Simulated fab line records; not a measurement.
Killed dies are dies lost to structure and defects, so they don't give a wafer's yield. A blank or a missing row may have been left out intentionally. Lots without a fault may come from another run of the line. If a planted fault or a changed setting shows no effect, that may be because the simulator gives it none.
Struck lot and sound lot, side by side | flow nand-harc | 15 steps out of a route of 1302
Sound: these wafers, L614.1, L614.3, L614.4. Struck: wafer L608.5 (left out: L608.3, L608.4 of the same lot, which were not struck); the cause appears at the end.
Each step with rows lists, per side, the tool, then ch with its chambers, then its first start. Under that, the readings that differ: sound wafers | struck wafers | difference of the means | sigmas: that difference in standard deviations of wafers without a fault.
alike: a reading whose means differ by less than 2 such deviations, as well as words and numbers matching on both sides. not compared: withheld readings; readings where some wafer has no value; bounds like >300 that might hide an equal value; numbers whose values overlap and for which the record gives no deviation.
The two part at a step that has a row with sigmas, a row that says differs or no value, or rows on one side only. Numbers that have no deviation but don't overlap get no sigmas and don't part them. A reading missing from all wafers of one side parts the sides only when that side holds two or more wafers.

first, 6 steps without rows for these wafers: NHARC_A_CONTACT_COAT_36 (resist thk 90 nm); NHARC_A_CONTACT_SOFTBAKE_37 (time 55 s); NHARC_A_CONTACT_EBR_38; NHARC_A_CONTACT_EXPOSE_39 (exposes mask A CC 3); NHARC_A_CONTACT_PEB_40 (peb time 65 s); NHARC_A_CONTACT_DEVELOP_41 (develop time 35 s).
NHARC_A_CONTACT_CD_MEAS_42 targets a cd of 300 nm.
  sound on cd-sem-03 ch 0, day 29 06:38; struck on cd-sem-02 ch 0, day 26 04:29
  alike: cd-nm
NHARC_A_CONTACT_OVL_MEAS_43:
  sound: overlay-02 at day 29 06:44; struck: overlay-01 at day 26 04:34
  alike: overlay-x-nm, overlay-y-nm
NHARC_A_CONTACT_INSPECT_44:
  sound: defect-inspect-02 at day 29 06:46; struck: defect-inspect-01 at day 26 04:36
  alike: raw-defect-count
NHARC_A_CONTACT_DESCUM_47: chemistry O2, time 3 s.
  sound on rie-diel-05 ch 0,1,2, day 29 06:49; struck on rie-diel-05 ch 1, day 26 04:40
  alike: drypump-motor-current-A, oes-product-au, rf-vpp-V, showerhead-plenum-p-Torr, throttle-valve-pct
  not compared: rf-hours-counter-h
NHARC_A_CONTACT_ETCH_48: etches the open film in CF4, target depth 39 nm, time 65 s.
  sound on rie-diel-05 ch 1,2,3, day 29 06:55; struck on rie-diel-05 ch 3, day 26 04:44
  alike: drypump-motor-current-A, oes-product-au, rf-vpp-V, run-length-s, showerhead-plenum-p-Torr, throttle-valve-pct
  not compared: rf-hours-counter-h
NHARC_A_CONTACT_ETCH_49: etches the open film in N2/H2, target depth 260 nm, time 475.3 s.
  sound on rie-diel-05 ch 0,1,2; struck on rie-diel-05 ch 3
  reading          | sound             | struck | difference | sigmas
  run-length-s (s) | 496.2 496.3 496.5 | 497.4  | +1.1       | +2
  alike: drypump-motor-current-A, oes-product-au, rf-vpp-V, showerhead-plenum-p-Torr, throttle-valve-pct
  not compared: rf-hours-counter-h
NHARC_A_CONTACT_ETCH_50: etches the open film in CF4/CHF3, target depth 121 nm, time 60.5 s.
  sound on rie-diel-05 ch 0,2,3, day 29 07:21; struck on rie-diel-05 ch 0, day 26 05:11
  reading          | sound          | struck | difference | sigmas
  run-length-s (s) | 81.6 82.9 81.5 | 70.6   | -11.4      | -22
  alike: drypump-motor-current-A, oes-product-au, rf-vpp-V, showerhead-plenum-p-Torr, throttle-valve-pct
  not compared: rf-hours-counter-h
NHARC_A_CONTACT_ETCH_51: etches the open film in O2/COS, target depth 7000 nm, time 1820 s.
  sound on rie-diel-05 ch 0,2,3; struck on rie-diel-05 ch 2
  alike: drypump-motor-current-A, oes-product-au, rf-vpp-V, run-length-s, showerhead-plenum-p-Torr, throttle-valve-pct
  not compared: rf-hours-counter-h
-- record jumps: 3 days between struck wafers' starts before vs after; left off in module A_CONTACT, resumes in module END, first step shown is number 1302 of the route --
NHARC_END_SORT_01:
  sound on prober-01 ch 0, day 32 06:04; struck on prober-01 ch 0, day 29 08:31
  alike: killed-at-array, killed-at-other, killed-at-periphery, killed-dies, killed-open, killed-short

WHERE THEY PART
Earliest at NHARC_A_CONTACT_ETCH_49; latest, in this record, at NHARC_A_CONTACT_ETCH_50. Later steps at which nothing parts them and some readings are alike: NHARC_A_CONTACT_ETCH_51, NHARC_END_SORT_01.

WHY: what had been put in by the simulator
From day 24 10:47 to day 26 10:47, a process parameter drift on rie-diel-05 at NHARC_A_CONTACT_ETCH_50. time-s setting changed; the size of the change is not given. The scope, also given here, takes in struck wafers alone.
